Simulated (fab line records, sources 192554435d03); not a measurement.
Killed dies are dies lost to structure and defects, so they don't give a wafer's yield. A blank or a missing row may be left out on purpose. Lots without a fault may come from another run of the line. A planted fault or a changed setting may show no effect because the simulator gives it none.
Which tool did it? | flow n5_finfet | 11 lots, 31 wafers sampled, at 5 steps of a route of 1938

WHAT THE GAUGES READ, wafer by wafer
The record holds no reading of a measuring or inspecting step that can be judged against a usual standard deviation.

WHICH TOOL RAN EACH LOT (tool, then ch and the chambers of the sampled wafers, then the start)
lot  | N5_BEOL_M5_STRIP_91                | N5_MIM_TOP_ALD_01                           | N5_MIM_TOP_ETCH_ETCH_00           | N5_PASSIVATION_AL_ETCH_33         | N5_PASSIVATION_PROBE_49
L571 | rie_diel-05 ch 0,1,2, day 8 21:47  | ald_hk-01 ch 2,3, day 12 23:07 or earlier   | rie_metal-03 ch 0,1, day 12 23:07 | rie_metal-02 ch 0,1, day 13 03:31 | -
L572 | rie_diel-03 ch 0,1, day 9 09:22    | ald_hk-03 ch 1,2,3, day 12 22:04 or earlier | rie_metal-01 ch 0,1, day 12 22:04 | rie_metal-03 ch 0,1, day 13 02:41 | -
L573 | rie_diel-06 ch 0,3, day 9 09:22    | ald_hk-01 ch 0,2,3, day 13 02:52 or earlier | rie_metal-01 ch 0,1, day 13 02:52 | rie_metal-02 ch 0,1, day 13 07:27 | -
L576 | rie_diel-05 ch 0,3, day 10 01:14   | ald_hk-03 ch 0, day 13 19:49 or earlier     | rie_metal-01 ch 0,1, day 13 19:49 | rie_metal-01 ch 0,1, day 14 00:32 | -
L575 | rie_diel-05 ch 2, day 10 04:00     | ald_hk-03 ch 3, day 14 03:14 or earlier     | rie_metal-02 ch 0,1, day 14 03:14 | rie_metal-03 ch 0, day 14 08:26   | -
L579 | rie_diel-05 ch 0,2,3, day 10 17:23 | ald_hk-03 ch 0,2,3, day 14 19:07 or earlier | rie_metal-01 ch 0,1, day 14 19:07 | rie_metal-03 ch 0,1, day 15 03:32 | -
L578 | rie_diel-05 ch 0,2, day 10 19:52   | ald_hk-01 ch 1,3, day 14 20:20 or earlier   | rie_metal-02 ch 0,1, day 14 20:20 | rie_metal-02 ch 0,1, day 15 03:12 | -
L580 | rie_diel-03 ch 0,2,3, day 11 10:26 | ald_hk-03 ch 0,1, day 15 02:40 or earlier   | rie_metal-01 ch 0,1, day 15 02:40 | rie_metal-03 ch 0,1, day 15 12:31 | -
L589 | rie_diel-05 ch 0,1, day 13 09:41   | ald_hk-02 ch 2,3, day 17 15:25 or earlier   | rie_metal-03 ch 0,1, day 17 15:25 | rie_metal-02 ch 0,1, day 17 23:46 | prober-02, day 18 04:47
L590 | rie_diel-05 ch 0,2,3, day 14 03:24 | ald_hk-01 ch 0,2,3, day 18 11:32 or earlier | rie_metal-01 ch 0,1, day 18 11:32 | rie_metal-02 ch 0,1, day 18 15:46 | prober-02, day 18 21:38
L592 | rie_diel-03 ch 1,2, day 14 11:46   | ald_hk-01 ch 0,1, day 19 01:11 or earlier   | rie_metal-01 ch 0,1, day 19 01:11 | rie_metal-02 ch 0,1, day 19 06:01 | -
- N5_BEOL_M5_STRIP_91: strips in N2/H2, time 10 s.
- N5_MIM_TOP_ALD_01: deposits HfO2, target thk 5.6 nm, pulse time 1 s, purge time 3 s.
- N5_MIM_TOP_ETCH_ETCH_00: etches TiN in Cl2/BCl3, target depth 38.5 nm.
- N5_PASSIVATION_AL_ETCH_33: etches Al in Cl2/BCl3, stops on TaN, target depth 2800 nm, time 466.7 s.
- N5_PASSIVATION_PROBE_49

WHAT THE TOOLS THEMSELVES READ (means of the sampled wafers that have a number; where no wafer has one, the mark that the record gives instead)
N5_BEOL_M5_STRIP_91. Usual: drypump_motor_current_A 5.76 A, standard deviation 0.29; n2_flow_sccm 200.1 sccm, standard deviation 0.67; oes_product_au 0.78 a.u., standard deviation 0.079; rf_vpp_V 59.1 V, standard deviation 1; showerhead_plenum_p_Torr 2.52 Torr, standard deviation 0.093; throttle_valve_pct 23.69 %, standard deviation 0.28.
lot  | tool        | drypump_motor_current_A (A) | n2_flow_sccm (sccm) | oes_product_au (a.u.) | rf_vpp_V (V) | showerhead_plenum_p_Torr (Torr) | throttle_valve_pct (%) | flag
L571 | rie_diel-05 | 5.54                        | 199.5               | 0.81                  | 58.9         | 2.58                            | 23.59                  |
L572 | rie_diel-03 | 6.10                        | 199.0               | 0.81                  | 59.0         | 2.52                            | 23.62                  |
L573 | rie_diel-06 | 5.69                        | 200.4               | 0.83                  | 59.1         | 2.45                            | 23.63                  |
L576 | rie_diel-05 | 5.75                        | 200.6               | 0.86                  | 59.4         | 2.60                            | 24.07                  |
L575 | rie_diel-05 | 5.33                        | 199.0               | 0.72                  | 59.4         | 2.48                            | 23.23                  |
L579 | rie_diel-05 | 5.62                        | 199.9               | 0.82                  | 58.5         | 2.56                            | 23.78                  |
L578 | rie_diel-05 | 5.38                        | 200.6               | 0.79                  | 59.6         | 2.52                            | 23.50                  |
L580 | rie_diel-03 | 6.06                        | 200.1               | 0.76                  | 58.7         | 2.44                            | 23.62                  |
L589 | rie_diel-05 | 5.70                        | 200.0               | 0.77                  | 59.1         | 2.62                            | 23.73                  |
L590 | rie_diel-05 | 5.61                        | 200.5               | 0.79                  | 59.1         | 2.55                            | 23.82                  |
L592 | rie_diel-03 | 6.03                        | 201.2               | 0.68                  | 59.5         | 2.45                            | 23.64                  |

N5_MIM_TOP_ALD_01. Usual: precursor_pulse_height_rel 1.000, standard deviation 0.018.
lot  | tool      | precursor_pulse_height_rel | flag
L571 | ald_hk-01 | 1.002                      |
L572 | ald_hk-03 | 0.987                      |
L573 | ald_hk-01 | 0.986                      |
L576 | ald_hk-03 | 0.994                      |
L575 | ald_hk-03 | 0.994                      |
L579 | ald_hk-03 | 1.012                      |
L578 | ald_hk-01 | 0.996                      |
L580 | ald_hk-03 | 1.004                      |
L589 | ald_hk-02 | 1.003                      |
L590 | ald_hk-01 | 1.015                      |
L592 | ald_hk-01 | 0.996                      |

N5_MIM_TOP_ETCH_ETCH_00. Usual: drypump_motor_current_A 5.4 A, standard deviation 0.61; oes_product_au 0.76 a.u., standard deviation 0.06; throttle_valve_pct 22.80 %, standard deviation 0.12.
lot  | tool         | drypump_motor_current_A (A) | oes_product_au (a.u.) | throttle_valve_pct (%) | flag
L571 | rie_metal-03 | 5.3                         | 0.76                  | 22.75                  |
L572 | rie_metal-01 | 5.3                         | 0.77                  | 22.82                  |
L573 | rie_metal-01 | 5.3                         | 0.77                  | 22.82                  |
L576 | rie_metal-01 | 5.6                         | 0.76                  | 22.87                  |
L575 | rie_metal-02 | 5.2                         | 0.79                  | 22.68                  |
L579 | rie_metal-01 | 5.8                         | 0.73                  | 22.88                  |
L578 | rie_metal-02 | 5.5                         | 0.83                  | 22.65                  |
L580 | rie_metal-01 | 5.8                         | 0.72                  | 22.89                  |
L589 | rie_metal-03 | 5.3                         | 0.74                  | 22.77                  |
L590 | rie_metal-01 | 5.3                         | 0.74                  | 22.85                  |
L592 | rie_metal-01 | 5.3                         | 0.74                  | 22.85                  |

N5_PASSIVATION_AL_ETCH_33. Usual: drypump_motor_current_A 5.3 A, standard deviation 0.51; oes_product_au 0.69 a.u., standard deviation 0.058; throttle_valve_pct 34.43 %, standard deviation 0.13.
lot  | tool         | drypump_motor_current_A (A) | oes_product_au (a.u.) | throttle_valve_pct (%) | flag
L571 | rie_metal-02 | 5.4                         | 0.77                  | 34.38                  |
L572 | rie_metal-03 | 5.1                         | 0.69                  | 34.43                  |
L573 | rie_metal-02 | 5.4                         | 0.77                  | 34.37                  |
L576 | rie_metal-01 | 5.5                         | 0.66                  | 34.51                  |
L575 | rie_metal-03 | 5.5                         | 0.70                  | 34.28                  |
L579 | rie_metal-03 | 5.1                         | 0.67                  | 34.49                  |
L578 | rie_metal-02 | 5.4                         | 0.74                  | 34.40                  |
L580 | rie_metal-03 | 5.3                         | 0.68                  | 34.39                  |
L589 | rie_metal-02 | 5.5                         | 0.73                  | 34.38                  |
L590 | rie_metal-02 | 5.1                         | 0.69                  | 34.43                  |
L592 | rie_metal-02 | 5.1                         | 0.68                  | 34.45                  |

N5_PASSIVATION_PROBE_49. Usual: defect_limited_yield 91.1 %, standard deviation 1.4; killed_at_M0_to_M3 34, standard deviation 11; killed_at_M4_up 14, standard deviation 5.6; killed_at_contacts 13, standard deviation 5.9; killed_at_front_end 40, standard deviation 11; killed_at_other 4, standard deviation 3.1; killed_dies 105, standard deviation 16; killed_open 68, standard deviation 11; killed_short 34, standard deviation 8.4; sort_bin_5_function 5.2 %, standard deviation 0.86; sort_bin_6_memory 3.2 %, standard deviation 0.7; sort_bin_8_speed 0.1 %, standard deviation 1.1; sort_n_pass 1074, standard deviation 21; sort_yield_pct 91.0 %, standard deviation 1.8.
lot  | tool      | defect_limited_yield (%) | killed_at_M0_to_M3 | killed_at_M4_up | killed_at_contacts | killed_at_front_end | killed_at_other | killed_dies | killed_open | killed_short | sort_bin_5_function (%) | sort_bin_6_memory (%) | sort_bin_8_speed (%) | sort_n_pass | sort_yield_pct (%) | flag
L589 | prober-02 | 81.7                     | 37                 | 134             | 13                 | 31                  | 0               | 216         | 64          | 30           | 11.0                    | 4.7                   | 0.0                  | 964         | 81.7               | OFF
L590 | prober-02 | 82.0                     | 25                 | 135             | 9                  | 41                  | 3               | 213         | 56          | 34           | 11.0                    | 3.7                   | 0.0                  | 967         | 82.0               | OFF

THE ANSWER, worked out from the rows above alone
Rule: a lot is off if the mean of its wafers that have a number lies more than 3 standard deviations from the usual mean. A lot without any number at a reading at which 4 lots or more have one is off too. The other lots that the step has rows for count as sound. The gauges are gone through in route order, then the tools' own readings, and for those a lot's mean is taken as printed above. The first step at which some lot is off is used, and at that step the reading that is off furthest; a lot without a number counts as furthest.
Off: L589, L590, at N5_PASSIVATION_PROBE_49 (killed_at_M4_up). Neither off nor sound, because the step has no rows for them: L571, L572, L573, L576, L575, L579, L578, L580, L592.
A tool fits if, at that step or a process step before it, it ran every lot that is off, and no sound lot after the first of them. N5_MIM_TOP_ALD_01 gives no start for some lots, so the hours and the order of its lots are those of N5_MIM_TOP_ETCH_ETCH_00. Can't be told from this: 3 tools fit, rie_diel-05 at N5_BEOL_M5_STRIP_91, rie_metal-02 at N5_PASSIVATION_AL_ETCH_33, prober-02 at N5_PASSIVATION_PROBE_49.

WHAT THE SIMULATOR HAD PUT IN
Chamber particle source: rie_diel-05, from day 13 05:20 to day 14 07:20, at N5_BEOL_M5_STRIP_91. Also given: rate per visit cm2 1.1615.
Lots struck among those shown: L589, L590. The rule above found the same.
